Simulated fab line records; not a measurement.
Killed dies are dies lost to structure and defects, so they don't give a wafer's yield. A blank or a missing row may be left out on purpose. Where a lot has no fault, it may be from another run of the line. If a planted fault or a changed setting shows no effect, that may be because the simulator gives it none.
fab line records | flow n5_finfet
record lots=5 | wafers=15 | last_day=19
route steps=1938 shown SD_EPI_N@280 PASSIVATION@1936
lots that met no fault: from a run of the same line without faults
start_h: the number of hours between the record's first day and the start of the first shown wafer of the lot | wait_h: how many hours have passed since the lot's step before this one | " as in the row above | L1.1+2: one row covering several wafers at once | - no value present, or no start provided | * or withheld: withheld | < > ~ a bound
route shown NAME@n: a module of which the file shows steps, and the number in the route of the first | usual: the fault-free wafers' mean and standard deviation | same: alike in all rows | chamber/n: place in a boat | sites: each site's reading | _std_site: the standard deviation of these | _edge_site: mean of outer sites minus mean of inner sites | radius_mm: for every site, how far away it sits from the centre of the wafer | mask NAME#n: copy n | behind: the tool/chamber that last shaped the wafer | hold: the reason the lot was held/the length of the hold in hours/how it ended | device: the n, p or np transistor that did not switch | end of line: at the end of the route, the tests of the same wafers | where a step has no rows: the recipe by itself | killed: at the first sort, the dies lost to defects and structure; wafer yield is something else | map: a wafer's dies, x killed, . not, _ none there
set.NAME: the run value of the setting; set.NAME@STEP: its run value at that earlier step | model.NAME: the simulator's own value behind a step, which no gauge read
lots at selected steps of the route; one table per step, one row per wafer
services: a tool's chamber out of use, with start hour (start_h, from the record's first day; less than 0 if before it), hours out, and reason
## steps
# step N5_SD_EPI_N_STRIP_47
# recipe chemistry=CHF3/O2 | resist=SiARC | rf_frequency_hz=6e+07
# step N5_SD_EPI_N_SD_RECESS_17
# recipe chemistry=HBr/Cl2/O2 | target_depth_a=410 | mask_material=SOC | time_s=23.7 | bt_time_s=3 | pressure_mtorr=10 | icp_w=800 | bias_w=112 | HBr_flow_sccm=150 | Cl2_flow_sccm=80 | O2_flow_sccm=12
# usual HBr_flow_sccm=150.1/0.45 | bias_w=112.0/0.32 | drypump_motor_current_A=5.8/0.44 | oes_product_au=0.996/0.014 | throttle_valve_pct=37.1/0.34
# same time_s=23.7
lot.wafer | tool      | chamber | start_h | wait_h | HBr_flow_sccm | bias_w | drypump_motor_current_A | oes_product_au | rf_hours_counter_h | throttle_valve_pct
L943.3    | rie_si-02 | 0       | 79.93   | 0.0    | 149.4         | 112.3  | 5.4                     | 1.013          | 71                 | 37.5
L943.5    | "         | 2       | "       | "      | 150.0         | 111.7  | 5.8                     | 0.981          | -                  | 37.5
L943.6    | "         | 3       | "       | "      | 149.9         | 112.4  | 5.5                     | 0.990          | -                  | 37.4
L952.3    | rie_si-04 | 1       | 131.97  | 0.0    | 149.2         | 111.7  | 5.0                     | 0.997          | 62                 | 37.1
L952.4    | "         | 0       | "       | "      | 150.0         | 111.9  | 6.4                     | 0.980          | 10                 | 36.7
L952.6    | "         | 2       | "       | "      | 149.9         | 112.2  | 6.0                     | 1.018          | -                  | 36.5
L953.3    | rie_si-04 | 0       | 137.82  | 0.0    | 150.3         | 111.5  | 6.4                     | 0.975          | 10                 | 36.7
L953.5    | "         | 3       | "       | "      | 149.2         | 112.1  | 4.9                     | 0.990          | -                  | 37.2
L953.6    | "         | 0       | "       | "      | 150.6         | 112.0  | 6.4                     | 0.978          | -                  | 36.7
L957.1    | rie_si-01 | 0       | 164.85  | 0.0    | 150.1         | 111.7  | 6.0                     | 1.000          | 171                | 37.2
L957.3    | "         | 1       | "       | "      | 149.4         | 112.1  | 6.3                     | 0.992          | 100                | 36.7
L957.5    | "         | 2       | "       | "      | 150.7         | 112.5  | 5.9                     | 0.996          | -                  | 37.0
L959.2    | rie_si-01 | 0       | 174.45  | 0.0    | 150.4         | 112.0  | 6.0                     | 1.001          | 171                | 37.2
L959.5    | "         | 2       | "       | "      | 150.2         | 112.1  | 5.8                     | 1.000          | -                  | 37.0
L959.6    | "         | 0       | "       | "      | 150.3         | 112.3  | 6.0                     | 0.999          | -                  | 37.2
# step N5_SD_EPI_N_STRIP_38
# recipe chemistry=N2/H2 | power_w=1000 | temp_c=250 | h2_frac=0.65 | overash_fraction=0.3 | pressure_mtorr=withheld | n2_flow_sccm=1750 | h2_flow_sccm=3250
# usual drypump_motor_current_A=6.08/0.12 | heater_power_w=318/31 | oes_product_au=0.759/0.011
lot.wafer | tool            | chamber | start_h | wait_h | drypump_motor_current_A | heater_power_w | oes_product_au | rf_hours_counter_h
L943.3    | plasma_asher-01 | 1       | 80.05   | 0.1    | 5.94                    | 360            | 0.742          | -
L943.5    | "               | 0       | "       | "      | 6.25                    | 285            | 0.763          | -
L943.6    | "               | 1       | "       | "      | 5.86                    | 365            | 0.778          | -
L952.3    | plasma_asher-02 | 1       | 132.09  | 0.1    | 6.14                    | 338            | 0.760          | -
L952.4    | "               | 0       | "       | "      | 6.01                    | 290            | 0.764          | -
L952.6    | "               | 1       | "       | "      | 6.15                    | 354            | 0.756          | -
L953.3    | plasma_asher-02 | 1       | 137.97  | 0.1    | 6.11                    | 339            | 0.738          | -
L953.5    | "               | 1       | "       | "      | 6.12                    | 335            | 0.752          | -
L953.6    | "               | 0       | "       | "      | 5.97                    | 291            | 0.770          | -
L957.1    | plasma_asher-01 | 0       | 164.95  | 0.1    | 6.25                    | 290            | 0.752          | 56
L957.3    | "               | 1       | "       | "      | 5.95                    | 357            | 0.742          | -
L957.5    | "               | 0       | "       | "      | 6.24                    | 286            | 0.748          | -
L959.2    | plasma_asher-02 | 1       | 174.55  | 0.1    | 6.13                    | 347            | 0.765          | 108
L959.5    | "               | 1       | "       | "      | 6.15                    | 345            | 0.774          | -
L959.6    | "               | 0       | "       | "      | 6.01                    | 277            | 0.752          | -
# step N5_SD_EPI_N_WET_ETCH_43
# recipe chemistry=dHF | dilution=withheld | time_s=14 | target=SiO2 | target_depth_a=15 | temp_c=25
# step N5_SD_EPI_N_STRIP_18
# recipe chemistry=SPM | time_s=750 | temp_c=130 | h2so4_h2o2_vol_ratio=4
# step N5_SD_EPI_N_SRD_20
# recipe dry=ipa_marangoni | do_ppb=5 | time_s=30 | temp_c=23 | rinse_liquid=diw
# step N5_SD_EPI_N_PRECLEAN_48
# recipe chemistry=NF3:NH3 | afs_cycles=2 | temp_c=30 | time_s=20 | sublimation_temp_c=180 | sublimation_time_s=60 | pressure_torr=3 | rf_power_w=30
# step N5_SD_EPI_N_VAPOR_ETCH_50
# recipe chemistry=HCl | target=Si | temp_c=775 | time_s=54 | pressure_torr=20 | mode=isotropic
# usual throttle_valve_pct=11.92/0.21
# same time_s=54
lot.wafer | tool         | chamber | start_h | wait_h | throttle_valve_pct
L943.3    | epi_rpcvd-01 | 0       | 81.37   | 0.6    | 12.04
L943.5    | "            | 0       | "       | "      | 12.06
L943.6    | "            | 0       | "       | "      | 11.84
L952.3    | epi_rpcvd-03 | 0       | 132.84  | 0.2    | 11.98
L952.4    | "            | 0       | "       | "      | 11.59
L952.6    | "            | 0       | "       | "      | 11.75
L953.3    | epi_rpcvd-04 | 0       | 138.86  | 0.3    | 12.04
L953.5    | "            | 0       | "       | "      | 11.85
L953.6    | "            | 0       | "       | "      | 12.08
L957.1    | epi_rpcvd-04 | 0       | 165.66  | 0.3    | 12.25
L957.3    | "            | 0       | "       | "      | 12.12
L957.5    | "            | 0       | "       | "      | 11.99
L959.2    | epi_rpcvd-03 | 0       | 175.29  | 0.3    | 11.57
L959.5    | "            | 0       | "       | "      | 11.97
L959.6    | "            | 0       | "       | "      | 11.70
# step N5_SD_EPI_N_EPI_21
# recipe material=Si:P | dopant=P | temp_c=680 | pressure_torr=255 | time_s=690
# step N5_SD_EPI_N_EPI_MEAS_23
# recipe mode=xrd
# usual thk_nm=58.9/1.3
lot.wafer | tool          | chamber | start_h | wait_h | thk_nm
L943.3    | film_metro-01 | -       | 85.70   | 2.0    | 57.9
L943.5    | "             | -       | "       | "      | 58.7
L943.6    | "             | -       | "       | "      | 60.0
L952.3    | film_metro-01 | -       | 134.68  | 0.9    | 58.3
L952.4    | "             | -       | "       | "      | 59.4
L952.6    | "             | -       | "       | "      | 60.1
L953.3    | film_metro-02 | -       | 141.32  | 1.2    | 60.4
L953.5    | "             | -       | "       | "      | 58.4
L953.6    | "             | -       | "       | "      | 58.6
L957.1    | film_metro-02 | -       | 167.55  | 1.4    | 56.4
L957.3    | "             | -       | "       | "      | 57.6
L957.5    | "             | -       | "       | "      | 57.9
L959.2    | film_metro-01 | -       | 177.16  | 1.2    | 59.0
L959.5    | "             | -       | "       | "      | 56.6
L959.6    | "             | -       | "       | "      | 56.9
# step N5_SD_EPI_N_PRECLEAN_24
# recipe chemistry=O3/DIW | time_s=60 | temp_c=22 | o3_ppm=10
# step N5_SD_EPI_N_SRD_25
# recipe time_s=30 | temp_c=23 | rinse_liquid=diw | dry=ipa_marangoni
# step N5_SD_EPI_N_PRECLEAN_49
# recipe chemistry=NF3:NH3 | afs_cycles=1 | temp_c=30 | time_s=20 | sublimation_temp_c=180 | sublimation_time_s=60 | pressure_torr=3 | rf_power_w=30
# usual rf_power_w=30.00/0.087 | time_s=20/0
lot.wafer | tool             | chamber | start_h | wait_h | rf_power_w | time_s
L943.3    | remote_plasma-02 | 0       | 85.86   | 0.1    | 30.07      | 23.633
L943.5    | "                | 0       | "       | "      | 30.01      | 23.633
L943.6    | "                | 0       | "       | "      | 30.08      | 23.633
L952.3    | remote_plasma-01 | 0       | 134.84  | 0.1    | 29.95      | 20
L952.4    | "                | 0       | "       | "      | 29.82      | 20
L952.6    | "                | 0       | "       | "      | 29.96      | 20
L953.3    | remote_plasma-01 | 0       | 141.48  | 0.1    | 30.07      | 20
L953.5    | "                | 0       | "       | "      | 29.87      | 20
L953.6    | "                | 0       | "       | "      | 29.96      | 20
L957.1    | remote_plasma-01 | 0       | 167.66  | 0.0    | 30.09      | 20
L957.3    | "                | 0       | "       | "      | 30.04      | 20
L957.5    | "                | 0       | "       | "      | 29.99      | 20
L959.2    | remote_plasma-02 | 0       | 177.29  | 0.1    | 29.98      | 20
L959.5    | "                | 0       | "       | "      | 30.01      | 20
L959.6    | "                | 0       | "       | "      | 30.00      | 20
# step N5_SD_EPI_N_LINER_46
# recipe material=SiNx | target_thk_a=30 | temp_c=400 | ald_precursor_family=SiH2I2 | ald_co_reactant=N2/H2-plasma | pressure_torr=2
# usual heater_power_w=826/62
lot.wafer | tool       | chamber | start_h | wait_h | heater_power_w
L943.3    | ald_sin-04 | 0       | 86.01   | 0.1    | 824
L943.5    | "          | 3       | "       | "      | 770
L943.6    | "          | 2       | "       | "      | 835
L952.3    | ald_sin-01 | 0       | 135.12  | 0.3    | 787
L952.4    | "          | 2       | "       | "      | 860
L952.6    | "          | 0       | "       | "      | 771
L953.3    | ald_sin-01 | 0       | 141.62  | 0.1    | 772
L953.5    | "          | 1       | "       | "      | 798
L953.6    | "          | 2       | "       | "      | 847
L957.1    | ald_sin-04 | 3       | 167.86  | 0.2    | 756
L957.3    | "          | 1       | "       | "      | 784
L957.5    | "          | 2       | "       | "      | 844
L959.2    | ald_sin-01 | 2       | 177.46  | 0.1    | 852
L959.5    | "          | 3       | "       | "      | 821
L959.6    | "          | 2       | "       | "      | 860
# step N5_PASSIVATION_PROBE_49
# usual killed_at_M0_to_M3=33/11 | killed_at_M4_up=14/5 | killed_at_contacts=11/7.3 | killed_at_front_end=43/12 | killed_at_other=4/3.1 | killed_dies=106/17 | killed_open=69/13 | killed_short=34/8.7
# same gross_dies=1180 | killed_at_back_side=0
lot.wafer | tool      | chamber | start_h | wait_h | killed_at_M0_to_M3 | killed_at_M4_up | killed_at_contacts | killed_at_front_end | killed_at_other | killed_dies | killed_open | killed_short
L943.3    | prober-02 | -       | 348.65  | 0.1    | 40                 | 13              | 2                  | 45                  | 4               | 104         | 66          | 30
L943.5    | prober-02 | -       | 348.75  | 0.2    | 30                 | 14              | 11                 | 36                  | 2               | 93          | 62          | 31
L943.6    | prober-02 | -       | 348.80  | 0.3    | 32                 | 9               | 7                  | 42                  | 2               | 92          | 52          | 35
L953.3    | prober-01 | -       | 389.94  | 0.1    | 18                 | 10              | 13                 | 61                  | 7               | 109         | 69          | 33
L953.5    | prober-01 | -       | 390.04  | 0.2    | 20                 | 16              | 10                 | 63                  | 16              | 125         | 72          | 40
L953.6    | prober-01 | -       | 390.09  | 0.3    | 29                 | 13              | 6                  | 45                  | 9               | 102         | 59          | 34
L952.3    | prober-02 | -       | 407.23  | 0.1    | 30                 | 17              | 13                 | 42                  | 6               | 108         | 80          | 28
L952.4    | prober-02 | -       | 407.28  | 0.2    | 30                 | 25              | 31                 | 46                  | 4               | 136         | 99          | 36
L952.6    | prober-02 | -       | 407.38  | 0.3    | 28                 | 11              | 41                 | 61                  | 1               | 142         | 94          | 45
L959.2    | prober-02 | -       | 430.34  | 0.1    | 46                 | 26              | 5                  | 42                  | 5               | 124         | 79          | 45
L959.5    | prober-02 | -       | 430.49  | 0.2    | 31                 | 19              | 9                  | 39                  | 5               | 103         | 64          | 37
L959.6    | prober-02 | -       | 430.54  | 0.3    | 35                 | 10              | 4                  | 44                  | 1               | 94          | 60          | 34
L957.1    | prober-01 | -       | 444.58  | 0.0    | 38                 | 13              | 14                 | 24                  | 12              | 101         | 67          | 33
L957.3    | prober-01 | -       | 444.68  | 0.1    | 44                 | 17              | 15                 | 25                  | 5               | 106         | 69          | 35
L957.5    | prober-01 | -       | 444.78  | 0.2    | 33                 | 16              | 6                  | 27                  | 4               | 86          | 55          | 31
# killed by level:class
L943.3 BEOL_M3:geometric_particle:open=13 STI_FIN_REVEAL:geometric_particle:open=10 BEOL_M0_SAQP:geometric_particle:open=7 BEOL_M1:geometric_particle:open=6 FIN_SAQP:geometric_particle:open=5 BEOL_M4:geometric_particle:open=5 STARTING-WAFER:geometric_particle:open=5 HKMG_FIN:area_etch=5
L943.5 MOL_CONTACT_COAG:geometric_particle:open=11 BEOL_M3:geometric_particle:open=8 STI_FIN_REVEAL:geometric_particle:open=5 BEOL_M0_SAQP:geometric_particle:open=5 BEOL_M0_SAQP:geometric_particle:short=5 FIN_SAQP:geometric_particle:short=4 DUMMY_GATE:geometric_particle:open=4 GATE_CUT:geometric_particle:open=4
L943.6 BEOL_M0_SAQP:geometric_particle:short=12 FIN_SAQP:geometric_particle:open=6 STI_FIN_REVEAL:geometric_particle:open=6 BEOL_M0_SAQP:geometric_particle:open=6 GATE_CUT:geometric_particle:short=5 BEOL_M3:geometric_particle:open=5 MOL_CONTACT_COAG:geometric_particle:open=4 FIN_SAQP:geometric_particle:short=3
L953.3 STI_FIN_REVEAL:geometric_particle:open=18 MOL_CONTACT_COAG:geometric_particle:open=13 FIN_SAQP:geometric_particle:short=13 FIN_SAQP:geometric_particle:open=10 DUMMY_GATE:geometric_particle:open=5 BEOL_M0_SAQP:geometric_particle:short=4 BEOL_M3:geometric_particle:open=4 BEOL_M3:geometric_particle:short=4
L953.5 STI_FIN_REVEAL:geometric_particle:open=15 GATE_CUT:geometric_particle:short=11 FIN_SAQP:geometric_particle:open=10 FIN_SAQP:geometric_particle:short=7 MOL_CONTACT_COAG:geometric_particle:open=7 PASSIVATION:area_etch=7 BEOL_M3:geometric_particle:open=6 BEOL_M4:geometric_particle:open=6
L953.6 STI_FIN_REVEAL:geometric_particle:open=13 FIN_SAQP:geometric_particle:open=12 FIN_SAQP:geometric_particle:short=9 BEOL_M2:geometric_particle:short=7 PASSIVATION:area_etch=7 BEOL_M4:geometric_particle:open=6 BEOL_M0:geometric_particle:open=5 BEOL_M2:geometric_particle:open=5
L952.3 FIN_SAQP:geometric_particle:open=15 BEOL_M0_SAQP:geometric_particle:short=12 BEOL_M4:geometric_particle:open=11 STI_FIN_REVEAL:geometric_particle:open=10 MOL_CONTACT_COAG:geometric_particle:open=10 BEOL_M1:geometric_particle:open=6 BEOL_M2:geometric_particle:open=5 FIN_SAQP:geometric_particle:short=4
L952.4 MOL_CONTACT_COAG:geometric_particle:open=25 BEOL_M4:geometric_particle:open=17 STI_FIN_REVEAL:geometric_particle:open=15 BEOL_M0_SAQP:geometric_particle:open=12 FIN_SAQP:geometric_particle:short=6 MOL_CONTACT_COAG:geometric_particle:short=6 FIN_SAQP:geometric_particle:open=5 BEOL_M5:geometric_particle:open=4
L952.6 MOL_CONTACT_COAG:geometric_particle:open=33 STI_FIN_REVEAL:geometric_particle:open=18 FIN_SAQP:geometric_particle:short=12 BEOL_M0_SAQP:geometric_particle:short=9 FIN_SAQP:geometric_particle:open=8 MOL_CONTACT_COAG:geometric_particle:short=8 BEOL_M0_SAQP:geometric_particle:open=7 DUMMY_GATE:geometric_particle:open=6
L959.2 BEOL_M4:geometric_particle:open=17 BEOL_M2:geometric_particle:open=12 FIN_SAQP:geometric_particle:short=10 BEOL_M0_SAQP:geometric_particle:open=9 FIN_SAQP:geometric_particle:open=8 STI_FIN_REVEAL:geometric_particle:open=6 BEOL_M4:geometric_particle:short=6 BEOL_M0_SAQP:geometric_particle:short=6
L959.5 FIN_SAQP:geometric_particle:short=8 MOL_CONTACT_COAG:geometric_particle:open=8 BEOL_M0_SAQP:geometric_particle:short=8 BEOL_M0_SAQP:geometric_particle:open=7 FIN_SAQP:geometric_particle:open=5 GATE_CUT:geometric_particle:short=5 GATE_CUT:geometric_particle:open=5 BEOL_M2:geometric_particle:open=5
L959.6 FIN_SAQP:geometric_particle:short=17 BEOL_M0_SAQP:geometric_particle:open=9 FIN_SAQP:geometric_particle:open=7 BEOL_M2:geometric_particle:open=7 STI_FIN_REVEAL:geometric_particle:open=6 DUMMY_GATE:geometric_particle:open=6 BEOL_M5:geometric_particle:open=5 BEOL_M4:geometric_particle:open=4
L957.1 MOL_CONTACT_COAG:geometric_particle:open=13 BEOL_M0_SAQP:geometric_particle:open=13 BEOL_M0_SAQP:geometric_particle:short=10 BEOL_M3:geometric_particle:open=6 MIM_TOP_ETCH:geometric_particle:short=6 STI_FIN_REVEAL:geometric_particle:open=5 BEOL_M0:geometric_particle:short=5 FIN_SAQP:geometric_particle:open=4
L957.3 MOL_CONTACT_COAG:geometric_particle:open=14 BEOL_M0_SAQP:geometric_particle:open=13 GATE_CUT:geometric_particle:short=11 BEOL_M3:geometric_particle:open=8 BEOL_M0_SAQP:geometric_particle:short=7 BEOL_M1:geometric_particle:open=4 BEOL_M0:geometric_particle:open=4 BEOL_M1:geometric_particle:short=4
L957.5 STI_FIN_REVEAL:geometric_particle:open=15 BEOL_M0_SAQP:geometric_particle:open=9 BEOL_M0_SAQP:geometric_particle:short=7 STI_FIN_REVEAL:geometric_particle:short=5 BEOL_M4:geometric_particle:open=5 MOL_CONTACT_COAG:geometric_particle:short=4 BEOL_M2:geometric_particle:open=4 BEOL_M5:geometric_particle:open=4
## services
tool             | chamber | start_h | hours | kind
epi_rpcvd-01     | -       | 59.80   | 2.8   | pm
remote_plasma-02 | -       | 81.04   | 0.4   | repair
plasma_asher-01  | -       | 85.42   | 2.8   | pm
plasma_asher-01  | -       | 95.43   | 3.5   | repair
rie_si-01        | -       | 102.54  | 0.1   | repair
epi_rpcvd-03     | -       | 103.18  | 0.7   | repair
rie_si-01        | -       | 118.19  | 2.1   | repair
epi_rpcvd-04     | -       | 120.43  | 8.1   | pm
plasma_asher-01  | -       | 128.60  | 21.9  | repair
rie_si-01        | 2       | 139.50  | 6.2   | repair
epi_rpcvd-03     | -       | 147.14  | 1.3   | repair
plasma_asher-02  | -       | 150.53  | 14.6  | pm
rie_si-04        | 0       | 151.27  | 7.4   | repair
rie_si-01        | 3       | 154.02  | 22.7  | repair
rie_si-01        | 2       | 167.02  | 1.7   | repair
remote_plasma-02 | -       | 168.18  | 0.4   | repair
plasma_asher-02  | -       | 169.99  | 1.7   | repair
epi_rpcvd-04     | -       | 173.54  | 0.5   | pm
ald_sin-04       | -       | 177.45  | 14.0  | pm
ald_sin-04       | 0       | 177.45  | 14.0  | vent_cycle
ald_sin-04       | 1       | 177.45  | 14.0  | vent_cycle
ald_sin-04       | 2       | 177.45  | 14.0  | vent_cycle
ald_sin-04       | 3       | 177.45  | 14.0  | vent_cycle
## key
first_sign step=N5_SD_EPI_N_PRECLEAN_49 | reading=time_s | direction=up | sigmas=99+ | usual=* | struck=*
effect none on later readings
met_at N5_SD_EPI_N_PRECLEAN_49
struck_wafers L943.3,L943.5,L943.6
tester_left_out L943
fault kind=process_parameter_drift | tool=remote_plasma-02 | chamber=0 | onset_h=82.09 | steps=N5_SD_EPI_N_PRECLEAN_49 | channel=time_s | offset=* | shape=step | end_h=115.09 | acts_in=* | stated=*
# tester_left_out: of these lots the tester's yield and bins aren't shown, on N5 and GAA mostly nor the transistor test; their killed dies are dies lost to structure and defects alone, not to doping, threshold or leakage, so they don't give the yield
